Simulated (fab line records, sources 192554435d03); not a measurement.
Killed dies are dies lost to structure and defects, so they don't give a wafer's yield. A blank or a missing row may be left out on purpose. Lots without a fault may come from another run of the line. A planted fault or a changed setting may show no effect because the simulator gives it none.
fab line records | flow n5_finfet
record lots=10 wafers=30 last_day=18
route steps=1938 shown MIM_BOT_ETCH@1867 TV_OPEN@1888 PASSIVATION@1921
lots that met no fault: from a run of the same line without faults
start_h: hours from the record's first day to the start of the lot's first wafer shown | wait_h: hours since the lot's step before | " the same as in the row above | L1.1+2: a row that stands for several wafers | - no value, or no start given | * or withheld: withheld | < > ~ a bound
route shown NAME@n: a module of which the file shows steps, and the number in the route of the first | usual: mean/standard deviation of fault-free wafers | same: alike in all rows | chamber/n: place in a boat | sites: the reading at each site | _std_site: their standard deviation | _edge_site: outer sites' mean less inner sites' | radius_mm: how far each site lies from the wafer's centre | mask NAME#n: copy n | behind: the tool/chamber that last shaped the wafer | hold: why the lot was held/for how many hours/how that ended | device: the transistor (n, p or np) that didn't switch | end of line: the same wafers' tests at the end of the route | a step without rows: its recipe alone | killed: dies lost to structure and defects at the first sort, not the wafer's yield | map: a wafer's dies, x killed, . not, _ none there
set.NAME: the setting as run; set.NAME@STEP: as run at that earlier step | model.NAME: the simulator's own value behind a step, which no gauge read
steps of the route over a sample of lots; a table a step, a row a wafer
services: from which hour (start_h, from the record's first day; less than 0 if before it) a tool's chamber was out of use, for how many hours, and why
## steps
# step N5_MIM_BOT_ETCH_ETCH_03
# recipe chemistry=Cl2/BCl3 target_depth_a=120 pressure_mtorr=8 icp_w=800 bias_w=100 Cl2_flow_sccm=20 bcl3_flow_sccm=80
# usual bcl3_flow_sccm=80.07/0.26 bias_w=99.99/0.28 drypump_motor_current_A=5.6/0.53 oes_product_au=0.79/0.044 throttle_valve_pct=27.60/0.17
# columns lot.wafer tool chamber start_h wait_h bcl3_flow_sccm bias_w drypump_motor_current_A oes_product_au rf_hours_counter_h throttle_valve_pct
L525.1 rie_metal-01 0 299.32 0.1 80.31 99.98 6.4 0.83 21 27.74
L525.3 " 1 " " 79.95 99.80 5.6 0.74 - 27.64
L525.5 " 1 " " 80.17 100.43 5.6 0.73 - 27.64
L524.2 rie_metal-02 1 299.88 0.1 79.94 99.56 5.2 0.80 32 27.82
L524.3 " 0 " " 80.06 100.13 4.8 0.77 - 27.51
L524.5 " 1 " " 80.61 99.53 5.2 0.81 - 27.83
L528.1 rie_metal-02 0 306.77 0.1 80.08 100.27 4.8 0.76 47 27.50
L528.3 " 1 " " 79.78 99.59 5.2 0.80 - 27.84
L528.5 " 1 " " 79.63 100.29 5.2 0.79 - 27.83
L530.3 rie_metal-03 1 312.02 0.1 79.90 100.34 5.4 0.86 - 27.53
L530.5 " 1 " " 80.04 100.38 5.5 0.85 - 27.53
L530.6 " 0 " " 80.32 99.84 6.3 0.82 - 27.34
L535.1 rie_metal-03 0 350.92 0.1 79.75 99.84 6.3 0.81 40 27.34
L535.2 " 1 " " 80.38 100.03 5.5 0.83 22 27.54
L535.6 " 1 " " 80.25 100.00 5.5 0.83 - 27.53
L538.2 rie_metal-01 1 359.93 0.1 80.46 99.83 5.6 0.72 59 27.65
L538.3 " 1 " " 80.56 100.13 5.6 0.73 - 27.65
L538.4 " 0 " " 80.24 100.14 6.4 0.82 - 27.73
L543.2 rie_metal-01 0 392.25 0.1 80.31 100.26 6.3 0.82 28 27.74
L543.3 " 0 " " 80.44 99.96 6.4 0.82 - 27.74
L543.4 " 1 " " 80.37 100.76 5.6 0.72 - 27.66
L540.3 rie_metal-02 1 394.05 0.1 79.89 100.15 5.2 0.77 - 27.86
L540.5 " 1 " " 80.05 100.11 5.2 0.76 - 27.86
L540.6 " 0 " " 80.16 99.56 4.8 0.75 - 27.51
L544.2 rie_metal-01 0 397.23 0.1 79.73 100.21 6.3 0.81 28 27.74
L544.3 " 1 " " 79.90 100.15 5.6 0.71 - 27.66
L544.4 " 0 " " 79.98 100.56 6.4 0.81 - 27.72
L545.2 rie_metal-02 1 418.11 0.1 79.84 100.11 5.2 0.76 - 27.85
L545.4 " 1 " " 80.36 99.94 5.2 0.76 - 27.85
L545.5 " 1 " " 80.33 99.91 5.2 0.76 - 27.86
# step N5_PASSIVATION_VIA_ETCH_13
# recipe chemistry=CHF3/O2 target=SiO2 target_depth_a=6600 CHF3_flow_sccm=50 O2_flow_sccm=5 Ar_flow_sccm=200 time_s=330 mask_material=PR pressure_mtorr=30 source_w=650 bias_w=170 ion_energy_ev=200 ends=cleared
# usual bias_w=170.0/0.52 drypump_motor_current_A=5.9/0.33 etch_rf_on_time_s=238/4.1 oes_product_au=0.71/0.062 rf_vpp_V=525/6.5 showerhead_plenum_p_Torr=2.39/0.096 throttle_valve_pct=18.92/0.21
# columns lot.wafer tool chamber start_h wait_h bias_w drypump_motor_current_A etch_rf_on_time_s oes_product_au rf_hours_counter_h rf_vpp_V showerhead_plenum_p_Torr throttle_valve_pct
L524.2 rie_diel-03 3 303.12 0.0 169.7 5.6 235 0.72 86 533 2.53 18.45
L524.3 " 1 " " 169.2 6.2 241 0.66 166 521 2.21 18.86
L524.5 " 1 " " 169.6 6.2 241 0.67 - 521 2.21 18.88
L528.1 rie_diel-01 0 308.43 0.0 170.6 5.9 238 0.66 175 517 2.40 19.02
L528.3 " 2 " " 169.7 5.5 240 0.80 30 532 2.45 18.96
L528.5 " 1 " " 170.5 6.3 238 0.75 - 520 2.34 19.07
L525.1 rie_diel-01 3 310.19 0.0 170.5 6.0 232 0.64 217 518 2.39 19.02
L525.3 " 0 " " 169.7 5.9 238 0.67 176 516 2.40 19.02
L525.5 " 2 " " 170.1 5.5 235 0.80 - 531 2.44 18.98
L530.3 rie_diel-03 3 314.95 0.0 170.7 5.6 229 0.71 89 533 2.53 18.43
L530.5 " 0 " " 170.6 5.9 233 0.71 - 528 2.42 19.06
L530.6 " 3 " " 170.3 5.6 231 0.72 - 533 2.53 18.45
L535.1 rie_diel-03 0 352.93 0.0 168.8 5.8 240 0.69 120 526 2.41 19.09
L535.2 " 3 " " 169.9 5.6 233 0.70 100 535 2.53 18.48
L535.6 " 3 " " 169.8 5.6 239 0.70 - 535 2.53 18.47
L538.2 rie_diel-03 1 361.44 0.0 169.1 6.2 247 0.65 184 522 2.21 18.89
L538.3 " 3 " " 169.9 5.6 239 0.70 102 533 2.53 18.47
L538.4 " 1 " " 169.7 6.2 245 0.66 - 521 2.21 18.90
L543.2 rie_diel-01 3 394.73 0.0 169.4 6.0 234 0.62 244 517 2.38 19.07
L543.3 " 2 " " 169.9 5.5 233 0.77 52 532 2.44 19.04
L543.4 " 0 " " 169.8 5.9 241 0.64 204 517 2.39 19.08
L540.3 rie_diel-01 2 395.56 0.0 170.6 5.4 238 0.76 52 531 2.44 19.02
L540.5 " 0 " " 169.4 5.9 247 0.64 - 516 2.39 19.08
L540.6 " 1 " " 170.7 6.3 236 0.72 - 520 2.32 19.10
L544.2 rie_diel-01 0 398.89 0.0 169.7 5.9 241 0.64 206 515 2.39 19.08
L544.3 " 2 " " 170.6 5.5 241 0.76 53 532 2.44 19.02
L544.4 " 1 " " 169.4 6.3 239 0.71 107 519 2.32 19.11
L545.2 rie_diel-02 3 420.18 0.0 169.8 5.3 233 0.68 151 521 2.31 19.11
L545.4 " 1 " " 169.3 5.9 238 0.66 173 519 2.31 18.97
L545.5 " 2 " " 170.7 6.7 236 0.79 - 535 2.55 18.73
# step N5_PASSIVATION_ETCH_15
# recipe chemistry=CF4/N2 target=SiCN target_depth_a=750 taper_deg=2 time_s=81.2 ion_energy_ev=150 mask_material=SiNx pressure_mtorr=40 source_w=430 bias_w=70 Ar_flow_sccm=100 cf4_flow_sccm=60 n2_flow_sccm=60
# usual bias_w=70.01/0.2 drypump_motor_current_A=5.9/0.33 oes_product_au=0.79/0.067 rf_vpp_V=381.9/2.3 showerhead_plenum_p_Torr=2.19/0.089 throttle_valve_pct=15.48/0.21
# columns lot.wafer tool chamber start_h wait_h bias_w drypump_motor_current_A oes_product_au rf_hours_counter_h rf_vpp_V showerhead_plenum_p_Torr throttle_valve_pct
L524.2 rie_diel-03 3 - - 69.83 5.6 0.79 86 384.7 2.32 15.05
L524.3 " 1 " " 70.09 6.2 0.74 166 379.4 2.03 15.46
L524.5 " 1 " " 69.95 6.2 0.74 - 377.3 2.03 15.44
L528.1 rie_diel-01 0 - - 69.91 5.9 0.74 175 383.0 2.20 15.59
L528.3 " 2 " " 70.21 5.5 0.88 30 383.1 2.24 15.50
L528.5 " 1 " " 69.84 6.3 0.83 - 379.0 2.14 15.62
L525.1 rie_diel-01 3 - - 69.91 6.0 0.71 217 381.8 2.18 15.63
L525.3 " 0 " " 70.19 5.9 0.74 176 381.8 2.20 15.60
L525.5 " 2 " " 69.54 5.5 0.88 - 382.4 2.24 15.53
L530.3 rie_diel-03 3 - - 70.39 5.6 0.80 89 384.9 2.32 15.05
L530.5 " 0 " " 69.79 5.8 0.78 - 382.9 2.22 15.63
L530.6 " 3 " " 70.29 5.6 0.80 - 385.0 2.32 15.05
L535.1 rie_diel-03 0 - - 70.01 5.8 0.77 120 383.1 2.21 15.64
L535.2 " 3 " " 70.24 5.6 0.77 100 385.6 2.32 15.05
L535.6 " 3 " " 70.19 5.6 0.78 - 386.2 2.32 15.07
L538.2 rie_diel-03 1 - - 69.73 6.2 0.73 184 375.8 2.02 15.50
L538.3 " 3 " " 69.75 5.6 0.77 103 385.0 2.32 15.08
L538.4 " 1 " " 70.15 6.2 0.73 - 379.6 2.02 15.48
L543.2 rie_diel-01 3 - - 70.07 6.0 0.69 244 381.3 2.18 15.66
L543.3 " 2 " " 70.27 5.5 0.85 52 383.8 2.24 15.54
L543.4 " 0 " " 69.68 5.9 0.72 204 381.2 2.19 15.67
L540.3 rie_diel-01 2 - - 70.38 5.5 0.85 52 382.1 2.24 15.54
L540.5 " 0 " " 69.97 5.9 0.71 - 382.5 2.19 15.66
L540.6 " 1 " " 69.83 6.3 0.80 - 379.5 2.13 15.67
L544.2 rie_diel-01 0 - - 70.02 5.9 0.71 206 383.1 2.19 15.68
L544.3 " 2 " " 69.75 5.5 0.85 53 383.1 2.23 15.55
L544.4 " 1 " " 69.57 6.3 0.80 108 380.7 2.13 15.69
L545.2 rie_diel-02 3 - - 70.19 5.3 0.75 151 377.8 2.12 15.67
L545.4 " 1 " " 70.01 5.9 0.74 173 379.9 2.12 15.53
L545.5 " 2 " " 70.03 6.7 0.87 - 385.7 2.33 15.27
# step N5_PASSIVATION_EXPOSE_41
# recipe mask_id=PASS_OPEN na=0.55 defocus_nm=0 source_shape=conventional sigma_outer=0.8 polarization=unpolarized target_cd_nm=40000 dose_mj=57.25
# usual exposure_dose_mJ_cm2=57.27/0.057
# columns lot.wafer tool chamber start_h wait_h mask exposure_dose_mJ_cm2
L524.2 krf_scanner-01 0 306.31 - PASS_OPEN#0 57.14
L524.3 " 0 " " PASS_OPEN#0 57.31
L524.5 " 0 " " PASS_OPEN#0 57.27
L528.1 krf_scanner-01 0 311.77 - PASS_OPEN#0 57.28
L528.3 " 0 " " PASS_OPEN#0 57.30
L528.5 " 0 " " PASS_OPEN#0 57.26
L525.1 krf_scanner-01 0 313.61 - PASS_OPEN#0 57.23
L525.3 " 0 " " PASS_OPEN#0 57.20
L525.5 " 0 " " PASS_OPEN#0 57.25
L530.3 krf_scanner-01 0 318.10 - PASS_OPEN#0 57.25
L530.5 " 0 " " PASS_OPEN#0 57.21
L530.6 " 0 " " PASS_OPEN#0 57.33
L535.1 krf_scanner-01 0 356.29 - PASS_OPEN#0 58.78
L535.2 " 0 " " PASS_OPEN#0 58.81
L535.6 " 0 " " PASS_OPEN#0 58.75
L538.2 krf_scanner-01 0 365.21 - PASS_OPEN#0 58.71
L538.3 " 0 " " PASS_OPEN#0 58.80
L538.4 " 0 " " PASS_OPEN#0 58.70
L543.2 krf_scanner-02 0 397.80 - PASS_OPEN#0 57.26
L543.3 " 0 " " PASS_OPEN#0 57.33
L543.4 " 0 " " PASS_OPEN#0 57.25
L540.3 krf_scanner-02 0 398.91 - PASS_OPEN#0 57.27
L540.5 " 0 " " PASS_OPEN#0 57.29
L540.6 " 0 " " PASS_OPEN#0 57.31
L544.2 krf_scanner-02 0 401.68 - PASS_OPEN#0 57.13
L544.3 " 0 " " PASS_OPEN#0 57.21
L544.4 " 0 " " PASS_OPEN#0 57.20
L545.2 krf_scanner-02 0 422.92 - PASS_OPEN#0 57.30
L545.4 " 0 " " PASS_OPEN#0 57.21
L545.5 " 0 " " PASS_OPEN#0 57.24
# step N5_PASSIVATION_PROBE_49
# usual defect_limited_yield=91.3/1.4 killed_at_M0_to_M3=33/10 killed_at_M4_up=15/6.1 killed_at_contacts=12/6.7 killed_at_front_end=39/11 killed_at_other=4/3.3 killed_dies=103/16 killed_on_rim=14/4 killed_open=68/12 killed_short=34/7.2 sort_bin_5_function=5.1/0.88 sort_bin_6_memory=3.3/0.67 sort_n_pass=1077/16 sort_yield_pct=91.3/1.4
# same gross_dies=1180 killed_at_back_side=0 sort_bin_4_leakage[%]=0 sort_bin_8_speed[%]=0
# columns lot.wafer tool chamber start_h wait_h defect_limited_yield[%] killed_at_M0_to_M3 killed_at_M4_up killed_at_contacts killed_at_front_end killed_at_other killed_dies killed_on_rim killed_open killed_short sort_bin_5_function[%] sort_bin_6_memory[%] sort_n_pass sort_yield_pct[%]
L528.1 prober-02 - 315.41 0.0 89.2 33 30 9 52 3 127 19 80 46 5.8 4.5 1053 89.2
L528.3 prober-02 - 315.51 0.1 90.7 34 28 2 43 3 110 15 73 36 5.6 3.4 1070 90.7
L528.5 prober-02 - 315.61 0.2 93.5 14 16 9 38 0 77 13 47 27 3.7 2.6 1103 93.5
L535.1 prober-01 - 359.65 0.0 93.2 32 10 9 26 3 80 13 56 18 4.2 2.2 1100 93.2
L538.3 prober-02 - 380.55 0.1 91.9 37 12 9 37 0 95 17 64 31 4.7 3.1 1085 91.9
# killed by level:class
L528.1 STI_FIN_REVEAL:geometric_particle:open=18 BEOL_M4:geometric_particle:open=14 ILD0:geometric_particle:short=9 FIN_SAQP:geometric_particle:short=8 BEOL_M0_SAQP:geometric_particle:open=8 BEOL_M1:geometric_particle:open=7 MOL_CONTACT_COAG:geometric_particle:open=6 STI_FIN_REVEAL:geometric_particle:short=5
L528.3 BEOL_M4:geometric_particle:open=18 FIN_SAQP:geometric_particle:short=10 BEOL_M3:geometric_particle:open=9 STI_FIN_REVEAL:geometric_particle:open=8 ILD0:geometric_particle:short=6 BEOL_M1:geometric_particle:open=6 BEOL_M0_SAQP:geometric_particle:open=5 BEOL_M4:geometric_particle:short=5
L528.5 STI_FIN_REVEAL:geometric_particle:open=9 MOL_CONTACT_COAG:geometric_particle:open=9 FIN_SAQP:geometric_particle:short=5 BEOL_M4:geometric_particle:open=5 DUMMY_GATE:geometric_particle:open=4 GATE_CUT:geometric_particle:short=4 BEOL_M4:geometric_particle:short=4 ILD0:geometric_particle:short=3
L535.1 BEOL_M0_SAQP:geometric_particle:open=8 BEOL_M3:geometric_particle:open=8 MOL_CONTACT_COAG:geometric_particle:open=7 STI_FIN_REVEAL:geometric_particle:open=6 FIN_SAQP:geometric_particle:open=5 BEOL_M0_SAQP:geometric_particle:short=5 BEOL_M2:geometric_particle:open=5 BEOL_M5:geometric_particle:open=4
L538.3 BEOL_M0_SAQP:geometric_particle:short=11 BEOL_M0_SAQP:geometric_particle:open=10 STI_FIN_REVEAL:geometric_particle:open=8 MOL_CONTACT_COAG:geometric_particle:open=8 BEOL_M2:geometric_particle:open=8 FIN_SAQP:geometric_particle:short=7 BEOL_M8:geometric_particle:open=5 FIN_SAQP:geometric_particle:open=4
## services
# columns tool chamber start_h hours kind
krf_scanner-02 - 283.41 3.6 pm
rie_metal-01 - 296.34 2.8 pm
rie_diel-03 2 297.32 - clean
rie_diel-03 2 297.32 - consumable_replace:focus_ring
krf_scanner-02 - 303.76 0.8 pm
krf_scanner-02 - 305.23 0.8 repair
rie_diel-03 3 305.87 4.8 repair
krf_scanner-02 - 312.60 1.0 pm
rie_metal-01 0 317.84 18.3 repair
rie_metal-01 - 319.84 1.1 repair
rie_diel-02 - 325.54 2.8 pm
krf_scanner-01 - 328.12 1.0 pm
rie_diel-02 1 340.70 5.4 repair
rie_diel-03 2 357.57 5.0 repair
rie_diel-01 2 373.14 17.2 repair
rie_metal-02 1 397.46 4.0 repair
rie_metal-02 0 398.79 20.4 repair
krf_scanner-02 - 403.11 0.2 repair
krf_scanner-01 - 403.78 0.8 pm
rie_diel-01 3 404.27 6.2 repair
krf_scanner-01 - 409.87 4.4 pm
rie_diel-01 0 414.09 9.7 repair
krf_scanner-02 - 420.52 1.3 pm
krf_scanner-01 - 422.24 0.5 repair
## key
first_sign step=N5_PASSIVATION_EXPOSE_41 reading=exposure_dose_mJ_cm2 direction=up sigmas=26 usual=57.27 struck=58.76
effect none on later readings
met_at N5_PASSIVATION_EXPOSE_41
struck_lots L535,L538
not_acting_at N5_MIM_BOT_ETCH_ETCH_03,N5_PASSIVATION_VIA_ETCH_13,N5_PASSIVATION_ETCH_15
onset_between 318.10 356.29
fault kind=process_parameter_drift tool=krf_scanner-01 chamber=- onset_h=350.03 steps=N5_PASSIVATION_EXPOSE_41 channel=dose_mj offset=1.5113 shape=step acts_in=these_recipes_only stated=57.25
